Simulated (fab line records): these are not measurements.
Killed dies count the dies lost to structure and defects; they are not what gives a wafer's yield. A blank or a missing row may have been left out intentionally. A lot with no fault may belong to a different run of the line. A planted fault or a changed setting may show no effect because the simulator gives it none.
Matching of chambers :: flow n5-finfet :: 4 sister chambers for N5_BEOL_M11_DESCUM_33 on rie-diel-03
The step chemistry O2, time 7.9 s. 22 wafers are shown with their chamber, then 11 later ones without.

== WAFERS, EACH WITH ITS CHAMBER ==
wafer: L074.2
chamber: 3
drypump-motor-current-A (A): 5.5
showerhead-plenum-p-Torr (Torr): 2.17
throttle-valve-pct (%): 20.43

wafer: L074.4
chamber: 0
drypump-motor-current-A (A): 5.9
showerhead-plenum-p-Torr (Torr): 2.02
throttle-valve-pct (%): 20.12

wafer: L074.6
chamber: 2
drypump-motor-current-A (A): 6.0
showerhead-plenum-p-Torr (Torr): 1.99
throttle-valve-pct (%): 20.47

wafer: L076.3
chamber: 2
drypump-motor-current-A (A): 6.0
showerhead-plenum-p-Torr (Torr): 1.99
throttle-valve-pct (%): 20.51

wafer: L076.5
chamber: 3
drypump-motor-current-A (A): 5.5
showerhead-plenum-p-Torr (Torr): 2.16
throttle-valve-pct (%): 20.46

wafer: L076.6
chamber: 2
drypump-motor-current-A (A): 6.0
showerhead-plenum-p-Torr (Torr): 1.99
throttle-valve-pct (%): 20.47

wafer: L077.2
chamber: 3
drypump-motor-current-A (A): 5.5
showerhead-plenum-p-Torr (Torr): 2.16
throttle-valve-pct (%): 20.46

wafer: L077.4
chamber: 2
drypump-motor-current-A (A): 6.0
showerhead-plenum-p-Torr (Torr): 1.99
throttle-valve-pct (%): 20.49

wafer: L077.5
chamber: 1
drypump-motor-current-A (A): 5.7
showerhead-plenum-p-Torr (Torr): 2.08
throttle-valve-pct (%): 20.20

wafer: L083.4
chamber: 3
drypump-motor-current-A (A): 5.5
showerhead-plenum-p-Torr (Torr): 2.16
throttle-valve-pct (%): 20.48

wafer: L083.5
chamber: 2
drypump-motor-current-A (A): 6.0
showerhead-plenum-p-Torr (Torr): 1.98
throttle-valve-pct (%): 20.52

wafer: L083.6
chamber: 3
drypump-motor-current-A (A): 5.5
showerhead-plenum-p-Torr (Torr): 2.16
throttle-valve-pct (%): 20.47

wafer: L084.3
chamber: 0
drypump-motor-current-A (A): 6.0
showerhead-plenum-p-Torr (Torr): 2.01
throttle-valve-pct (%): 20.15

wafer: L084.4
chamber: 1
drypump-motor-current-A (A): 5.7
showerhead-plenum-p-Torr (Torr): 2.07
throttle-valve-pct (%): 20.22

wafer: L084.5
chamber: 1
drypump-motor-current-A (A): 5.7
showerhead-plenum-p-Torr (Torr): 2.07
throttle-valve-pct (%): 20.21

wafer: L087.1
chamber: 0
drypump-motor-current-A (A): 5.9
showerhead-plenum-p-Torr (Torr): 2.01
throttle-valve-pct (%): 20.16

wafer: L087.3
chamber: 3
drypump-motor-current-A (A): 5.5
showerhead-plenum-p-Torr (Torr): 2.16
throttle-valve-pct (%): 20.48

wafer: L087.6
chamber: 2
drypump-motor-current-A (A): 6.0
showerhead-plenum-p-Torr (Torr): 1.98
throttle-valve-pct (%): 20.52

wafer: L089.4
chamber: 3
drypump-motor-current-A (A): 5.5
showerhead-plenum-p-Torr (Torr): 2.16
throttle-valve-pct (%): 20.48

wafer: L089.5
chamber: 2
drypump-motor-current-A (A): 6.0
showerhead-plenum-p-Torr (Torr): 1.98
throttle-valve-pct (%): 20.53

wafer: L089.6
chamber: 1
drypump-motor-current-A (A): 5.7
showerhead-plenum-p-Torr (Torr): 2.07
throttle-valve-pct (%): 20.23

wafer: L093.2
chamber: 2
drypump-motor-current-A (A): 6.0
showerhead-plenum-p-Torr (Torr): 1.98
throttle-valve-pct (%): 20.55

SIGNATURES, as means of the wafers listed above
reading: drypump-motor-current-A
chamber 0: 5.933
chamber 1: 5.700
chamber 2: 6.000
chamber 3: 5.500
scatter within a chamber: 0.0192

reading: showerhead-plenum-p-Torr
chamber 0: 2.0133
chamber 1: 2.0725
chamber 2: 1.9850
chamber 3: 2.1614
scatter within a chamber: 0.00487

reading: throttle-valve-pct
chamber 0: 20.1433
chamber 1: 20.2150
chamber 2: 20.5075
chamber 3: 20.4657
scatter within a chamber: 0.0225
Rule: distance of a wafer from a chamber = root of the sum over the readings of ((wafer's reading minus chamber's mean) / reading's scatter) squared. The wafer belongs to the nearest chamber; if the next one is less than 2 further off, it can't be placed. The scatter: take each reading less its chamber's mean, square it, sum over the shown wafers, divide by the number of wafers less the number of chambers, and take the root.

== WAFERS MISSING THEIR CHAMBER ==
wafer: L093.3
drypump-motor-current-A (A): 5.7
showerhead-plenum-p-Torr (Torr): 2.07
throttle-valve-pct (%): 20.23

wafer: L093.5
drypump-motor-current-A (A): 5.9
showerhead-plenum-p-Torr (Torr): 2.01
throttle-valve-pct (%): 20.16

wafer: L094.1
drypump-motor-current-A (A): 5.9
showerhead-plenum-p-Torr (Torr): 2.01
throttle-valve-pct (%): 20.18

wafer: L094.5
drypump-motor-current-A (A): 5.7
showerhead-plenum-p-Torr (Torr): 2.07
throttle-valve-pct (%): 20.24

wafer: L094.6
drypump-motor-current-A (A): 5.9
showerhead-plenum-p-Torr (Torr): 2.01
throttle-valve-pct (%): 20.17

wafer: L096.1
drypump-motor-current-A (A): 5.7
showerhead-plenum-p-Torr (Torr): 2.07
throttle-valve-pct (%): 20.25

wafer: L096.2
drypump-motor-current-A (A): 5.5
showerhead-plenum-p-Torr (Torr): 2.15
throttle-valve-pct (%): 20.52

wafer: L096.5
drypump-motor-current-A (A): 5.5
showerhead-plenum-p-Torr (Torr): 2.15
throttle-valve-pct (%): 20.52

wafer: L097.2
drypump-motor-current-A (A): 5.7
showerhead-plenum-p-Torr (Torr): 2.07
throttle-valve-pct (%): 20.26

wafer: L097.3
drypump-motor-current-A (A): 6.0
showerhead-plenum-p-Torr (Torr): 1.98
throttle-valve-pct (%): 20.56

wafer: L097.5
drypump-motor-current-A (A): 6.0
showerhead-plenum-p-Torr (Torr): 1.98
throttle-valve-pct (%): 20.54

== CHAMBER TAKEN BY EACH ==
wafer: L093.3
from the rows above: 1
in truth: 1

wafer: L093.5
from the rows above: 0
in truth: 0

wafer: L094.1
from the rows above: 0
in truth: 0

wafer: L094.5
from the rows above: 1
in truth: 1

wafer: L094.6
from the rows above: 0
in truth: 0

wafer: L096.1
from the rows above: 1
in truth: 1

wafer: L096.2
from the rows above: 3
in truth: 3

wafer: L096.5
from the rows above: 3
in truth: 3

wafer: L097.2
from the rows above: 1
in truth: 1

wafer: L097.3
from the rows above: 2
in truth: 2

wafer: L097.5
from the rows above: 2
in truth: 2
Correct placement for 11 of the 11. From these rows, 0 cannot be placed. Placed wrongly: 0.
